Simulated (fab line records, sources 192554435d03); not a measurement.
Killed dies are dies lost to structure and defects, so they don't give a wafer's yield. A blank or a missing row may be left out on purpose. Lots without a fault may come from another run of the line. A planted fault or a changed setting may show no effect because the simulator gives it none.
A struck lot beside a sound one | flow n5_finfet | 40 steps out of a route of 1938
Sound: wafers L655.1, L655.3, L655.4. Struck: wafers L647.2, L647.3, L647.6. The cause comes at the end.
At each step with rows: each side's tool, then ch and its chambers, then its first start. Under that, the readings that differ: sound wafers | struck wafers | difference of the means | sigmas: that difference in standard deviations of wafers without a fault.
alike: readings whose means differ by less than 2 such deviations, and words and numbers that are the same on both sides. not compared: withheld readings, readings that some wafer has no value for, bounds like >300 that may hide the same value, and numbers for which the record gives no deviation and whose values overlap.
The two part at a step that has a row with sigmas, a row that says differs or no value, or rows on one side only. Numbers that don't overlap but have no deviation are shown without sigmas and don't part them. A reading that every wafer of one side lacks parts them only if that side has two wafers or more.

first, 12 steps without rows for these wafers: N5_HKMG_FIN_STRIP_34 (strips in CF4); N5_HKMG_FIN_ETCH_35 (etches SOC in N2/H2, target depth 215.8 nm, time 243.4 s); N5_HKMG_FIN_STRIP_92 (strips SOC in N2/H2, time 20 s); N5_HKMG_FIN_WET_ETCH_18 (etches TiN in SC1, time 55 s, target depth 5.2 nm, rinse time 30 s); N5_HKMG_FIN_STRIP_19 (strips in N2/H2, time 360 s); N5_HKMG_FIN_ALD_91 (deposits TiN, target thk 1 nm, pulse time 1 s, purge time 3 s); N5_HKMG_FIN_COAT_85 (time 60 s, resist thk 300 nm); N5_HKMG_FIN_ETCH_86 (etches SOC in N2/H2, stops on TiN, target depth 393.2 nm); N5_HKMG_FIN_STRIP_89 (strips SOC in N2/H2, time 20 s); N5_HKMG_FIN_WET_ETCH_87 (etches TiN in SC1, time 154.2 s, target depth 4.7 nm, rinse time 30 s); N5_HKMG_FIN_STRIP_88 (strips in N2/H2, time 360 s); N5_HKMG_FIN_NWFM_ALD_20 (deposits TiAlC, target thk 2 nm, pulse time 3 s, purge time 2 s).
N5_HKMG_FIN_ALD_71: deposits TiN, target thk 1 nm, pulse time 1 s, purge time 3 s.
  sound on ald_metal-03 ch 0,3, day 8 23:32; struck on ald_metal-02 ch 1,2,3, day 6 22:07
  alike: heater_power_w, precursor_pulse_height_rel, susceptor_temp_C
then, 26 steps without rows for these wafers: N5_HKMG_FIN_COAT_66 (time 60 s, resist thk 300 nm); N5_HKMG_FIN_ETCH_67 (etches SOC in N2/H2, stops on TiN, target depth 388.9 nm); N5_HKMG_FIN_STRIP_90 (strips SOC in N2/H2, time 20 s); N5_HKMG_FIN_WET_ETCH_73 (etches the open film in SC1, time 42.3 s, target depth 1.3 nm, rinse time 30 s); N5_HKMG_FIN_ETCHBACK_68 (etches the open film in Cl2/Ar, stops on HfO2, target depth 0.5 nm); N5_HKMG_FIN_STRIP_69 (strips in N2/H2, time 360 s); N5_HKMG_FIN_ALD_21 (deposits TiN, target thk 1.5 nm, pulse time 1 s, purge time 3 s); N5_HKMG_FIN_ALD_72 (deposits W, target thk 2 nm, pulse time 1 s, purge time 2 s); N5_HKMG_FIN_W_FILL_22 (material W, target thk 60 nm, time 18.2 s); N5_HKMG_FIN_PRECLEAN_83 (cleans in DIW, time 57.5 s); N5_HKMG_FIN_SRD_84 (dry time 32 s); N5_HKMG_FIN_CMP_23 (polishes, stops on SiNx, t overpolish 10 s, target thk 46.326 nm); N5_HKMG_FIN_CMP_94 (polishes, stops on SiNx, t overpolish 4.7 s, target thk 43.299 nm); N5_GATE_CUT_ETCHBACK_00 (etches W in SF6/Cl2); N5_GATE_CUT_ETCH_56 (etches TiN in Cl2/Ar, target depth 21.6 nm); N5_GATE_CUT_ETCHBACK_30 (etches TiN in Cl2/Ar, target depth 3 nm); N5_GATE_CUT_VAPOR_ETCH_60 (etches HfO2 in BCl3/Cl2); N5_GATE_CUT_ETCH_58 (etches SiNx in CH3F/O2, target depth 17 nm, time 128.6 s); N5_GATE_CUT_STRIP_59 (strips in N2/H2, time 20 s); N5_GATE_CUT_PRECLEAN_31 (cleans in DIW, time 300 s); N5_GATE_CUT_SRD_32 (time 30 s); N5_GATE_CUT_SAC_CAP_01 (material SiNx, target thk 24 nm, pulse time 1 s, ald cycles 480); N5_GATE_CUT_PECVD_57 (deposits SiNx from SiH4/NH3/N2, target thk 21 nm); N5_GATE_CUT_CMP_02 (polishes, stops on SiO2, t overpolish 12.7 s, target thk 0 nm); N5_GATE_CUT_HM_DEP_46 (deposits SiO2 from TEOS/O2, target thk 130 nm, time 26.6 s); N5_GATE_CUT_COAT_34 (time 60 s, resist thk 60 nm).
-- the record jumps here: 8 days lie between the struck wafers' starts before and after (it left off in module GATE_CUT and takes up again in module PASSIVATION, whose first step shown is number 1936 of the route) --
N5_PASSIVATION_PROBE_49:
  the record has rows for the struck wafers here (prober-01, day 15 03:17) and none for the sound ones

WHERE THEY PART
Only at N5_PASSIVATION_PROBE_49, within this record.

WHY: what the simulator had put in
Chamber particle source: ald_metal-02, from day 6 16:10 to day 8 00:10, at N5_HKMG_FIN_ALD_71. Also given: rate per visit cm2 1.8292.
